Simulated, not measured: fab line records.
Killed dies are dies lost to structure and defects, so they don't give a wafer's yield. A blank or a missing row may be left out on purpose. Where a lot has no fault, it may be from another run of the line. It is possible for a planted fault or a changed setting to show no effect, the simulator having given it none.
The same fault as seen by 3 desks -- flow n5-finfet -- numbers are kept per desk, each desk with only its own; the story behind them comes last

## THE TOOL OWNER'S DESK: rie-si-05
The tool's own readings at N5_PMOS_HMC_CHANNEL_EPI_ETCH_38 (etches SiO2 in CF4, target depth 1.5 nm): means of the sampled wafers that have a number, for each lot that ran on this tool. Any lot whose mean is over 4 standard deviations away from the usual mean is out of limits and marked OUT; that distance is given in the brackets.
Columns: A = drypump-motor-current-A at N5_PMOS_HMC_CHANNEL_EPI_ETCH_38, usual 5.7 A; B = oes-product-au at N5_PMOS_HMC_CHANNEL_EPI_ETCH_38, usual 0.993 a.u.; C = throttle-valve-pct at N5_PMOS_HMC_CHANNEL_EPI_ETCH_38, usual 21.82 %
lot,first seen here,A,B,C
L662,day 2 06:17,6.1,0.971,21.62
L671,day 4 12:20,6.1,0.987,21.60
L674,day 5 05:38,5.9,0.932,21.61
This desk's verdict: no lot among the 3 shows anything out of limits.

## THE METROLOGY DESK
Means of the sampled wafers that have a number, per lot and without regard to the tool the lot ran on: this is what the gauges read. Any lot whose mean is over 4 standard deviations away from the usual mean is out of limits and marked OUT; that distance is given in the brackets. Only the readings that lie furthest out on some lot appear, 7 of the 12 it has.
Columns: A = cd-nm at N5_PMOS_HMC_CHANNEL_EPI_CD_MEAS_09, usual 237.3 nm; B = DIBL_N at N5_BEOL_M4_RC_MEAS_101, usual 36.4 mV/V; C = IOFF_P at N5_BEOL_M4_RC_MEAS_101, usual 0.21 nA/um; D = ION_N at N5_BEOL_M4_RC_MEAS_101, usual 670 uA/um; E = ION_P at N5_BEOL_M4_RC_MEAS_101, usual 459 uA/um; F = VT_N at N5_BEOL_M4_RC_MEAS_101, usual 250 mV; G = VT_P at N5_BEOL_M4_RC_MEAS_101, usual -250 mV
lot,first seen here,A,B,C,D,E,F,G
L660,day 1 17:17,238.1,36.3,0.20,668,455,250,-252
L662,day 2 05:23,236.5,36.0,0.22,672,463,251,-248
L664,day 2 17:52,236.5,35.6,0.22,676,462,247,-251
L665,day 2 23:15,238.1,36.2,0.20,676,461,249,-250
L667,day 3 11:17,236.0,36.0,0.17,659,445,254,-258
L671,day 4 11:36,237.0,35.7,0.19,659,455,253,-253
L674,day 5 05:06,236.3,35.6,0.18,656,453,254,-253
L675,day 5 11:07,238.4,36.0,0.20,656,452,252,-253
L681,day 6 23:40,237.7,37.0,0.17,666,450,253,-258
L683,day 7 11:28,238.8,34.2,0.23,663,466,251,-246
This desk's verdict: no lot among the 10 shows anything out of limits.

## THE DEFECT DESK
Inspection counts along the route, by lot: the mean over sampled wafers that carry a number. Any lot whose mean is over 4 standard deviations away from the usual mean is out of limits and marked OUT; that distance is given in the brackets.
Columns: A = raw-defect-count at N5_PMOS_HMC_CHANNEL_EPI_INSPECT_11, usual 2
lot,first seen here,A
L660,day 1 17:20,3
L662,day 2 05:26,2
L664,day 2 17:55,1
L665,day 2 23:18,3
L667,day 3 11:20,1
L671,day 4 11:39,4
L674,day 5 05:09,3
L675,day 5 11:11,3
L681,day 6 23:43,2
L683,day 7 11:31,1
This desk's verdict: no lot among the 10 shows anything out of limits.

## TAKEN TOGETHER
The desk of the tool owner found nothing out of limits.
Metrology desk: nothing out of limits seen.
Nothing the defect desk looked at was out of limits.

## WHAT THE SIMULATOR HAD PUT IN
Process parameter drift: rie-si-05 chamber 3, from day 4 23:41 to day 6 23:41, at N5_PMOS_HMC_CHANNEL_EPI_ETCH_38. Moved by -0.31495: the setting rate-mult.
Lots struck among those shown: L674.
